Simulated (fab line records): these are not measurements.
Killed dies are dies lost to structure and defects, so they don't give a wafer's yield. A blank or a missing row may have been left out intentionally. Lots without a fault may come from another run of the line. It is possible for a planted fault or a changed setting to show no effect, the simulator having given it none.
The tool behind it: which one? | flow nandHarc | 24 lots, 72 wafers sampled, at 4 steps of a route of 1302

WHAT THE GAUGES READ, wafer by wafer
NHARC_P_M2_OVL_MEAS_10: pitch 340 nm.
lot  | measured     | on         | overlayXNm (nm) | overlayYNm (nm)
L074 | day 6 11:36  | overlay-01 | -0.5 0.5 0.0    | 0.9 1.2 1.2
L076 | day 7 01:37  | overlay-02 | 0.4 0.5 0.8     | -0.5 -0.1 -0.2
L075 | day 7 02:30  | overlay-01 | 0.3 0.7 0.7     | 0.4 0.3 -0.3
L077 | day 7 13:32  | overlay-02 | 2.2 1.6 2.0     | 0.5 0.6 0.6
L078 | day 8 02:32  | overlay-01 | -0.2 0.3 0.2    | -0.1 0.2 -0.6
L079 | day 8 13:12  | overlay-01 | 0.3 0.5 0.2     | 0.8 1.4 0.6
L080 | day 8 20:43  | overlay-01 | 0.9 1.1 0.9     | -1.3 -1.6 -1.2
L081 | day 9 12:08  | overlay-02 | -0.2 -0.6 0.1   | -0.2 -0.5 0.1
L082 | day 9 13:05  | overlay-02 | 0.7 1.3 1.8     | -0.9 -0.9 -0.7
L083 | day 10 02:44 | overlay-02 | 0.5 0.8 0.4     | 0.1 0.4 0.4
L084 | day 10 11:39 | overlay-02 | 1.1 0.7 0.9     | 0.6 0.6 0.7
L085 | day 11 01:10 | overlay-01 | -0.8 -0.8 -0.2  | 0.1 -0.1 0.4
L086 | day 11 04:47 | overlay-01 | 1.0 1.3 0.6     | 0.7 0.9 1.3
L087 | day 11 17:56 | overlay-01 | 0.0 -1.1 -0.7   | -0.5 -1.1 -1.0
L089 | day 12 12:17 | overlay-02 | -1.8 -1.6 -1.5  | 0.1 -0.1 0.3
L088 | day 12 18:05 | overlay-01 | -1.4 -0.5 -1.0  | 0.5 0.8 0.8
L090 | day 13 00:37 | overlay-01 | -2.2 -2.1 -2.5  | 0.7 0.5 0.0
L091 | day 13 15:58 | overlay-02 | -0.7 -0.8 -0.5  | 1.1 1.7 1.0
L092 | day 14 02:05 | overlay-01 | 1.0 1.5 1.0     | 0.4 0.4 0.8
L093 | day 14 06:41 | overlay-01 | -0.2 -0.1 0.1   | -0.2 -0.2 -0.7
L094 | day 14 18:07 | overlay-02 | 0.8 0.3 -0.3    | -0.2 -0.7 -0.2
L095 | day 14 23:42 | overlay-02 | 0.1 0.8 0.3     | 1.6 1.6 1.8
L097 | day 15 21:41 | overlay-02 | 0.4 0.2 0.3     | 0.4 0.0 0.1
L096 | day 16 23:28 | overlay-01 | 0.7 0.5 0.8     | -1.3 -1.5 -0.9

NHARC_P_M2_THK_MEAS_24: measures by xrf.
lot  | measured     | on           | thkNm (nm)
L074 | day 6 14:07  | filmMetro-02 | 141.9 138.2 141.9
L076 | day 7 04:22  | filmMetro-02 | 143.9 143.4 144.8
L075 | day 7 05:07  | filmMetro-01 | 141.3 143.7 142.6
L077 | day 7 16:04  | filmMetro-01 | 146.6 144.3 146.1
L078 | day 8 05:07  | filmMetro-01 | 143.3 144.1 144.8
L079 | day 8 15:46  | filmMetro-02 | 140.2 141.6 144.2
L080 | day 8 23:14  | filmMetro-02 | 145.5 141.4 143.0
L081 | day 9 14:40  | filmMetro-01 | 142.9 142.7 141.8
L082 | day 9 15:37  | filmMetro-02 | 144.3 145.1 146.1
L083 | day 10 05:16 | filmMetro-02 | 146.0 142.8 144.4
L084 | day 10 14:10 | filmMetro-01 | 143.9 145.4 147.1
L085 | day 11 03:43 | filmMetro-02 | 145.5 145.3 144.2
L086 | day 11 07:18 | filmMetro-01 | 142.8 145.1 145.4
L087 | day 11 20:26 | filmMetro-01 | 145.2 144.2 144.7
L089 | day 12 14:49 | filmMetro-01 | 143.7 143.6 144.2
L088 | day 12 20:40 | filmMetro-01 | 144.6 143.5 143.3
L090 | day 13 03:13 | filmMetro-02 | 146.5 146.0 141.5
L091 | day 13 18:28 | filmMetro-02 | 145.2 143.4 144.7
L092 | day 14 04:44 | filmMetro-01 | 144.2 145.2 141.6
L093 | day 14 09:11 | filmMetro-02 | 141.7 141.7 140.2
L094 | day 14 20:38 | filmMetro-02 | 144.6 144.9 145.0
L095 | day 15 02:13 | filmMetro-01 | 145.2 142.0 143.1
L097 | day 16 00:14 | filmMetro-02 | 143.7 144.8 144.2
L096 | day 17 01:59 | filmMetro-01 | 146.8 144.8 145.1

TOOL THAT RAN EACH LOT (tool first, then ch and the chambers of the sampled wafers, then the start)
lot  | NHARC_P_M0_PRE_CLEAN_31         | NHARC_P_M2_PVD_21
L074 | pecvd-02 ch 0,1, day 6 06:12    | pvdSputter-03, day 6 14:07 or earlier
L076 | pecvd-03 ch 0,1, day 6 20:19    | pvdSputter-01, day 7 04:22 or earlier
L075 | pecvd-03 ch 0,1, day 6 20:56    | pvdSputter-03, day 7 05:07 or earlier
L077 | pecvd-03 ch 0,1,2, day 7 07:58  | pvdSputter-02, day 7 16:04 or earlier
L078 | pecvd-02 ch 0,1, day 7 21:06    | pvdSputter-01, day 8 05:07 or earlier
L079 | pecvd-02 ch 0,1,2, day 8 07:28  | pvdSputter-02, day 8 15:46 or earlier
L080 | pecvd-01 ch 0,1,2, day 8 15:25  | pvdSputter-01, day 8 23:14 or earlier
L081 | pecvd-02 ch 0,1,2, day 9 06:40  | pvdSputter-03, day 9 14:40 or earlier
L082 | pecvd-02 ch 0,1, day 9 07:31    | pvdSputter-02, day 9 15:37 or earlier
L083 | pecvd-01 ch 0,2, day 9 21:04    | pvdSputter-03, day 10 05:16 or earlier
L084 | pecvd-03 ch 0,1, day 10 06:02   | pvdSputter-02, day 10 14:10 or earlier
L085 | pecvd-03 ch 0,2, day 10 19:34   | pvdSputter-02, day 11 03:43 or earlier
L086 | pecvd-01 ch 0,1,2, day 10 23:20 | pvdSputter-02, day 11 07:18 or earlier
L087 | pecvd-01 ch 0,1,2, day 11 12:17 | pvdSputter-01, day 11 20:26 or earlier
L089 | pecvd-03 ch 0,1, day 12 06:51   | pvdSputter-02, day 12 14:49 or earlier
L088 | pecvd-02 ch 0,1,2, day 12 12:21 | pvdSputter-01, day 12 20:40 or earlier
L090 | pecvd-02 ch 0,1,2, day 12 18:53 | pvdSputter-01, day 13 03:13 or earlier
L091 | pecvd-03 ch 0,1, day 13 10:23   | pvdSputter-01, day 13 18:28 or earlier
L092 | pecvd-02 ch 0,2, day 13 20:31   | pvdSputter-01, day 14 04:44 or earlier
L093 | pecvd-03 ch 0,1,2, day 14 01:10 | pvdSputter-02, day 14 09:11 or earlier
L094 | pecvd-01 ch 0,2, day 14 12:28   | pvdSputter-02, day 14 20:38 or earlier
L095 | pecvd-02 ch 0,1,2, day 14 18:08 | pvdSputter-02, day 15 02:13 or earlier
L097 | pecvd-03 ch 1,2, day 15 16:20   | pvdSputter-03, day 16 00:14 or earlier
L096 | pecvd-01 ch 0,1,2, day 16 17:52 | pvdSputter-01, day 17 01:59 or earlier
- NHARC_P_M0_PRE_CLEAN_31: time 12 s.
- NHARC_P_M2_PVD_21: deposits Cu, target thk 30 nm, time 20.49 s.

WHAT THE TOOLS THEMSELVES READ (means of the sampled wafers that have a number; where no wafer has one, the mark that the record gives instead)
NHARC_P_M0_PRE_CLEAN_31.
lot  | tool     | heaterPowerOuterW (W) | heaterPowerW (W)
L074 | pecvd-02 | 399                   | 703
L076 | pecvd-03 | 310                   | 566
L075 | pecvd-03 | 290                   | 548
L077 | pecvd-03 | 347                   | 637
L078 | pecvd-02 | 431                   | 740
L079 | pecvd-02 | 381                   | 658
L080 | pecvd-01 | 367                   | 605
L081 | pecvd-02 | 369                   | 639
L082 | pecvd-02 | 375                   | 679
L083 | pecvd-01 | 380                   | 616
L084 | pecvd-03 | 352                   | 644
L085 | pecvd-03 | 347                   | 648
L086 | pecvd-01 | 367                   | 600
L087 | pecvd-01 | 349                   | 582
L089 | pecvd-03 | 347                   | 633
L088 | pecvd-02 | 370                   | 634
L090 | pecvd-02 | 386                   | 677
L091 | pecvd-03 | 326                   | 603
L092 | pecvd-02 | 343                   | 589
L093 | pecvd-03 | 361                   | 670
L094 | pecvd-01 | 331                   | 540
L095 | pecvd-02 | 394                   | 676
L097 | pecvd-03 | 366                   | 666
L096 | pecvd-01 | 357                   | 582

NHARC_P_M2_PVD_21.
lot  | tool          | chamberPressurePa (Pa) | throttleValvePct (%)
L074 | pvdSputter-03 | 5.001                  | 31.2
L076 | pvdSputter-01 | 5.006                  | 29.4
L075 | pvdSputter-03 | 5.002                  | 31.4
L077 | pvdSputter-02 | 4.997                  | 30.4
L078 | pvdSputter-01 | 5.002                  | 29.4
L079 | pvdSputter-02 | 4.997                  | 30.6
L080 | pvdSputter-01 | 5.001                  | 29.3
L081 | pvdSputter-03 | 4.993                  | 31.3
L082 | pvdSputter-02 | 4.996                  | 30.1
L083 | pvdSputter-03 | 4.990                  | 31.4
L084 | pvdSputter-02 | 5.001                  | 30.5
L085 | pvdSputter-02 | 4.985                  | 30.1
L086 | pvdSputter-02 | 5.007                  | 30.4
L087 | pvdSputter-01 | 4.996                  | 30.9
L089 | pvdSputter-02 | 5.002                  | 30.5
L088 | pvdSputter-01 | 4.985                  | 29.7
L090 | pvdSputter-01 | 4.996                  | 30.0
L091 | pvdSputter-01 | 5.003                  | 29.8
L092 | pvdSputter-01 | 5.012                  | 29.2
L093 | pvdSputter-02 | 4.997                  | 30.6
L094 | pvdSputter-02 | 5.004                  | 30.6
L095 | pvdSputter-02 | 5.006                  | 30.7
L097 | pvdSputter-03 | 5.000                  | 31.7
L096 | pvdSputter-01 | 5.003                  | 29.4

THE ANSWER, worked out from the rows above alone
Rule: the usual values come from the lots themselves. Put in order of their means at a reading, lots are off if they are a third of the lots or fewer, leave a main group of 4 or more, and stand apart from it by a gap of 3 or more times the standard deviation of the main group's means; of several such gaps the widest counts. A main group is skipped when, at the precision printed for the reading in the tables above, its means are all equal. Also off: a lot with no number at a reading for which 4 or more lots have one. Where the step has rows for the other lots, those lots are counted as sound. After the gauges, taken in route order, come the tools' own readings; for these a lot's mean is taken, as printed above. At the first step where some lot is off, the reading lying furthest off is the one used; lots without a number count as furthest.
None of the lots is off at any reading shown; this tells nothing.

WHAT HAD BEEN PUT IN BY THE SIMULATOR
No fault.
